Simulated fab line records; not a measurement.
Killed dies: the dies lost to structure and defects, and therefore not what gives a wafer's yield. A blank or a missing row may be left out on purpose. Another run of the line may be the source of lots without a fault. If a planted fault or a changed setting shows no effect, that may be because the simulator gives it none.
Comparing a struck lot with a sound one | flow n5Finfet | 17 steps out of a route of 1938
Sound: these wafers, L882.1, L882.5, L882.6. Wafers L892.4, L892.5, L892.6 were the ones struck. The cause is given at the end.
Per side, at each step with rows, come the tool, then ch with its chambers, and then its first start. Under that, the readings that differ: sound wafers | struck wafers | difference of the means | sigmas: that difference in standard deviations of wafers without a fault.
alike: a reading whose means differ by less than 2 such deviations, as well as words and numbers matching on both sides. not compared: withheld readings; readings where some wafer has no value; bounds like >300 that might hide an equal value; numbers whose values overlap and for which the record gives no deviation.
The two part at a step that has a row with sigmas, a row that says differs or no value, or rows on one side only. When numbers do not overlap yet have no deviation, they are printed without sigmas and do not part them. A reading missing from all wafers of one side parts the sides only when that side holds two or more wafers.

first, 10 steps without rows for these wafers: N5_FIN_SAQP_ETCH_69 (etches SOC in N2/H2, stops on SiNx, target depth 150 nm); N5_FIN_SAQP_ETCH_67 (etches SiNx in CH3F/O2, target depth 30 nm); N5_FIN_SAQP_STRIP_70 (strips in N2/H2); N5_FIN_SAQP_RECESS_71 (chemistry HF/NH3, target SiO2, target depth 3 nm, afs cycles 1, sublimation time 60 s); N5_FIN_SAQP_SPACER2_ALD_28 (deposits SiO2, target thk 8.1 nm, pulse time 1 s, purge time 2 s); N5_FIN_SAQP_SPACER2_ETCHBACK_29 (etches SiO2 in CHF3/O2, target depth 12.2 nm, time 6.1 s); N5_FIN_SAQP_MANDREL2_REMOVE_60 (chemistry HBr/Cl2/O2, target a-Si, stops on SiNx, bt time 10 s); N5_FIN_SAQP_HM_OPEN_33 (chemistry CH3F/O2, target SiNx, target depth 49.4 nm, time 70.6 s); N5_FIN_SAQP_ETCH_34 (etches SiO2 in C4F6/O2, target depth 45 nm, time 15 s); N5_FIN_SAQP_STRIP_77 (strips in N2/H2, time 90 s).
N5_FIN_SAQP_ETCH_64: etches SiO2 in CF4, target depth 1.5 nm.
  sound on rieSi-02 ch 2,3, day 2 22:03; struck on rieSi-02 ch 0,1,3, day 5 10:19
  no value came back on the struck wafers for any of 5 readings (biasW (W), cf4FlowSccm (sccm) and others); on the sound wafers biasW (W) reads 400.1 401.3 400.7
reading                                     | sound          | struck         | difference | sigmas
model.SiNx_of_FIN_SAQP_HM_DEP_03.thkNm (nm) | 32.2 32.2 31.2 | 34.4 33.6 34.4 | +2.3       | 
  not compared: rfHoursCounterH
then, 2 steps without rows for these wafers: N5_FIN_SAQP_FIN_ETCH_36 (etches the open film in HBr/Cl2/O2, target depth 120 nm, time 50.4 s); N5_FIN_SAQP_PRECLEAN_38 (cleans in O3/DIW, time 45 s).
N5_FIN_SAQP_PRECLEAN_45: cleans in dHF, time 10 s.
  sound on wetBench-03 ch 0,5,6, day 2 22:14; struck on wetBench-04 ch 0,6,7, day 5 10:29
reading                                     | sound          | struck         | difference | sigmas
model.SiNx_of_FIN_SAQP_HM_DEP_03.thkNm (nm) | 20.6 21.2 19.6 | 22.8 22.6 23.2 | +2.4       | 
then, 1 step without rows for these wafers: N5_FIN_SAQP_SRD_39 (time 30 s).
N5_BEOL_M4_RC_MEAS_101:
  the record has rows for the sound wafers here (prober-01 ch 0, day 8 11:36) and none for the struck ones
-- the record jumps here: 10 days lie between the struck wafers' starts before and after (it left off in module BEOL_M4 and takes up again in module PASSIVATION, whose first step shown is number 1936 of the route) --
N5_PASSIVATION_PROBE_49:
  sound on prober-01 at day 12 23:25; struck on prober-02 at day 15 13:52
reading          | sound       | struck         | difference | sigmas
killedAtFrontEnd | 32 37 43    | 1107 1119 1145 | +1086      | +78
killedDies       | 100 108 109 | 1180 1180 1180 | +1074      | +57
killedOnRim      | 10 16 18    | 152 152 152    | +137       | +33
  alike: killed_at_M0_to_M3, killed_at_M4_up, killedAtContacts, killedAtOther, killedOpen, killedShort

WHERE THEY PART
First at N5_FIN_SAQP_ETCH_64; last, within this record, at N5_PASSIVATION_PROBE_49.

WHY: whatever the simulator had introduced
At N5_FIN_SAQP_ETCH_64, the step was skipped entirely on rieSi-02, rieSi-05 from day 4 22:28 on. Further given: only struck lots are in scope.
